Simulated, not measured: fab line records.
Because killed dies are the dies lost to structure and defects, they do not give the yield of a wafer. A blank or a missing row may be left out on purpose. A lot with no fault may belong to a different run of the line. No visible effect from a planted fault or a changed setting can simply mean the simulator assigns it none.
Chamber matching ; flow nand harc ; NHARC_A_WL_FILL_CMP_12 on cmp-04: 4 sister chambers
The step polishes, t overpolish 30 s, target thk 100 nm. 8 wafers are shown with their chamber, then 8 later ones without.

## EACH WAFER AND ITS CHAMBER
wafer;chamber;motor current A (A);time to endpoint s (s)
L493.6;0;12.5;20.8
L502.2;0;12.1;21.7
L502.3;3;12.5;21.6
L502.6;2;10.4;22.0
L505.4;3;12.3;16.7
L505.5;2;10.2;13.5
L505.6;1;12.3;20.9
L508.1;1;12.4;24.7

## WAFERS WHOSE CHAMBER IS MISSING
wafer;motor current A (A);time to endpoint s (s)
L508.3;10.4;19.1
L508.4;12.4;18.9
L509.1;12.2;19.6
L509.3;12.5;20.1
L509.6;10.1;21.6
L510.2;11.7;21.4
L510.4;12.1;24.3
L510.5;12.6;23.9

## WHICH CHAMBER EACH WENT THROUGH
wafer;from the rows above;in truth
L508.3;2;2
L508.4;can't be placed: 3 or 0 or 1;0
L509.1;can't be placed: 0 or 3 or 1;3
L509.3;can't be placed: 3 or 1 or 0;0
L509.6;2;2
L510.2;can't be placed: 0 or 1 or 3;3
L510.4;can't be placed: 0 or 1 or 3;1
L510.5;can't be placed: 1 or 3 or 0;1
Correct placement for 2 of the 8. Not placeable from these rows: 6 (in 6, the candidates include the true chamber). 0 placed wrongly.
How it was worked out, from the rows above alone: a wafer's distance from a chamber is the root of the sum, over the readings, of the square of ((its reading less the chamber's mean) divided by the reading's scatter). If the next closest chamber is less than 2 further off than the closest, the wafer can't be placed; otherwise it belongs to the closest. A chamber's mean is the mean of its shown wafers. The scatter is the square root of a quotient: the sum, over the shown wafers, of each reading's squared deviation from its chamber's mean, divided by wafers minus chambers.
